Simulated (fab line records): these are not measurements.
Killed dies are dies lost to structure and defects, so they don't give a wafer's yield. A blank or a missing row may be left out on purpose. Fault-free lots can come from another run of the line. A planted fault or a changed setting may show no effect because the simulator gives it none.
The tool behind it: which one? -- flow n5 finfet -- 30 wafers from 10 lots sampled at 4 of the route's 1938 steps

WHAT THE GAUGES SHOWED, per wafer
N5_BEOL_M4_RC_MEAS_101. Usual: DIBL_N 36.4 mV/V, standard deviation 1.6; DIBL_P 35.9 mV/V, standard deviation 2; IOFF_N 0.152 nA/um, standard deviation 0.03; IOFF_P 0.20 nA/um, standard deviation 0.032; ION_N 670 uA/um, standard deviation 12; ION_P 459 uA/um, standard deviation 7.3; SS_N 71.6 mV/dec, standard deviation 0.55; SS_P 73.2 mV/dec, standard deviation 0.69; VT_N 251 mV, standard deviation 3.5; VT_P -252 mV, standard deviation 3.2.
lot,measured,on,DIBL_N (mV/V),DIBL_P (mV/V),IOFF_N (nA/um),IOFF_P (nA/um),ION_N (uA/um),ION_P (uA/um),SS_N (mV/dec),SS_P (mV/dec),VT_N (mV),VT_P (mV),flag
L969,day 8 00:49,prober-01,35.4 36.6 37.7,34.2 36.3 38.0,0.131 0.148 0.168,0.21 0.23 0.26,669 671 678,466 463 474,70.9 70.6 71.4,72.6 73.3 73.8,251 251 248,-247 -247 -246,
L974,day 9 10:07,prober-01,35.9 37.1 36.8,36.7 38.8 38.9,0.156 0.180 0.170,0.19 0.23 0.22,681 682 681,459 464 464,71.3 71.5 71.7,72.8 74.0 73.8,250 247 249,-255 -248 -250,
L977,day 10 08:34,prober-02,36.9 36.9 36.3,34.1 34.5 34.2,0.151 0.152 0.139,0.18 0.19 0.19,681 680 669,453 468 464,72.2 71.7 71.5,73.2 73.0 73.0,251 251 251,-255 -255 -251,
L978,day 10 12:04,prober-01,39.0 39.8 35.8,39.5 41.5 36.2,0.203 0.230 0.138,0.21 0.25 0.17,686 691 666,461 470 453,72.2 72.4 71.7,73.6 74.4 73.2,248 246 253,-253 -251 -256,
L980,day 11 00:14,prober-02,36.0 38.8 35.1,33.9 37.8 34.1,0.134 0.198 0.120,0.17 0.24 0.18,659 688 667,455 470 461,70.7 71.3 71.5,73.4 74.6 73.5,252 245 254,-251 -250 -252,
L981,day 11 09:44,prober-02,35.1 37.5 35.2,33.5 37.4 33.9,0.128 0.183 0.135,0.17 0.23 0.18,661 690 678,456 469 466,71.8 72.6 71.8,72.7 74.3 72.1,254 247 252,-253 -249 -250,
L983,day 11 20:49,prober-02,38.0 35.8 35.5,39.1 35.4 34.2,0.190 0.144 0.139,0.26 0.18 0.17,674 662 668,460 455 455,71.9 71.7 71.2,73.9 73.1 73.3,249 249 253,-248 -255 -255,
L986,day 12 19:14,prober-01,35.1 36.5 36.9,34.8 37.0 36.8,0.137 0.164 0.167,0.18 0.22 0.22,665 690 677,457 466 467,71.3 71.9 72.7,72.7 71.8 73.3,253 248 251,-251 -249 -251,
L992,day 13 18:51,prober-01,35.6 35.7 34.8,34.2 34.9 32.8,0.128 0.124 0.117,0.16 0.16 0.14,659 668 654,445 458 447,71.3 71.0 71.2,73.0 73.4 72.5,255 254 256,-257 -258 -261,
L991,day 13 23:13,prober-02,35.3 36.3 34.5,35.4 35.6 35.5,0.135 0.160 0.127,0.19 0.20 0.20,671 667 664,458 452 464,71.7 72.3 71.1,73.6 73.2 73.2,255 253 254,-253 -252 -251,

N5_BEOL_M10_THK_MEAS_01. Usual: M10_ILD_THK 268 nm, standard deviation 3.7.
lot,measured,on,M10_ILD_THK (nm),flag
L969,day 10 03:30,film metro-01,263 262 269,
L974,day 11 07:28,film metro-02,263 257 270,
L977,day 12 09:40,film metro-01,270 269 275,
L978,day 12 14:40,film metro-01,261 266 266,
L980,day 13 03:11,film metro-02,265 272 267,
L981,day 13 07:29,film metro-01,269 266 273,
L983,day 13 14:58,film metro-02,266 263 270,
L986,day 14 17:56,film metro-02,261 263 266,
L992,day 15 13:22,film metro-02,266 270 266,
L991,day 15 22:27,film metro-01,273 268 275,

EACH LOT AND THE TOOL THAT RAN IT (in order: tool; ch and the chambers of the sampled wafers; start)
lot,N5_BEOL_M9_PRE_CLEAN_45,N5_BEOL_M9_ALD_74
L969,"pvd sputter-01, day 10 01:03","ald metal-01 ch 0,1,3, day 10 01:07"
L974,"pvd sputter-02, day 11 04:38","ald metal-03 ch 1,2,3, day 11 04:57"
L977,"pvd sputter-01, day 12 07:14","ald metal-03 ch 0,1,3, day 12 07:25"
L978,"pvd sputter-03, day 12 11:21","ald metal-01 ch 1,2,3, day 12 11:26"
L980,"pvd sputter-01, day 13 00:54","ald metal-02 ch 0,2,3, day 13 00:58"
L981,"pvd sputter-03, day 13 04:35","ald metal-02 ch 0,1, day 13 04:52"
L983,"pvd sputter-01, day 13 11:43","ald metal-02 ch 1,2,3, day 13 11:49"
L986,"pvd sputter-03, day 14 14:50","ald metal-01 ch 0,1,2, day 14 14:54"
L992,"pvd sputter-01, day 15 10:36","ald metal-01 ch 0,2,3, day 15 10:41"
L991,"pvd sputter-02, day 15 20:17","ald metal-02 ch 0,1,2, day 15 20:20"
- N5_BEOL_M9_PRE_CLEAN_45: time 30 s.
- N5_BEOL_M9_ALD_74: deposits TaN, target thk 2 nm, pulse time 2 s, purge time 3 s.

AS READ BY THE TOOLS THEMSELVES (means over the sampled wafers that have a number; for cases with no such wafer, the mark the record gives instead)
N5_BEOL_M9_PRE_CLEAN_45. Usual: 338 W for heater power w, sd 31.
lot,tool,heater power w (W),flag
L969,pvd sputter-01,310,
L974,pvd sputter-02,345,
L977,pvd sputter-01,341,
L978,pvd sputter-03,370,
L980,pvd sputter-01,341,
L981,pvd sputter-03,351,
L983,pvd sputter-01,307,
L986,pvd sputter-03,351,
L992,pvd sputter-01,308,
L991,pvd sputter-02,350,

N5_BEOL_M9_ALD_74. Usual: chamber pressure Torr 3.001 Torr, standard deviation 0.0068; heater power w 419 W, standard deviation 29; precursor vessel carrier sccm 1000.0 sccm, standard deviation 2.9.
lot,tool,chamber pressure Torr (Torr),heater power w (W),precursor vessel carrier sccm (sccm),flag
L969,ald metal-01,2.992,421,1000.2,
L974,ald metal-03,3.008,439,999.5,
L977,ald metal-03,3.006,444,999.5,
L978,ald metal-01,2.996,405,1000.7,
L980,ald metal-02,3.004,416,1001.8,
L981,ald metal-02,2.993,453,998.6,
L983,ald metal-02,3.000,435,998.4,
L986,ald metal-01,3.004,408,1002.4,
L992,ald metal-01,2.999,406,999.5,
L991,ald metal-02,3.007,400,1000.9,

THE ANSWER, worked out from the rows above alone
Rule: take the mean of a lot's wafers that have a number; if it is more than 3 standard deviations from the usual mean, the lot is off. A lot without any number at a reading at which 4 lots or more have one is off too. Where the step has rows for the other lots, those lots are counted as sound. First the gauges in route order, then the tools' own readings, where a lot's mean is used as printed above. The first step at which some lot is off is used, and at that step the reading that is off furthest; a lot without a number counts as furthest.
No lot is off on any of the readings shown, so nothing can be concluded from this.

WHAT THE SIMULATOR HAD PUT IN
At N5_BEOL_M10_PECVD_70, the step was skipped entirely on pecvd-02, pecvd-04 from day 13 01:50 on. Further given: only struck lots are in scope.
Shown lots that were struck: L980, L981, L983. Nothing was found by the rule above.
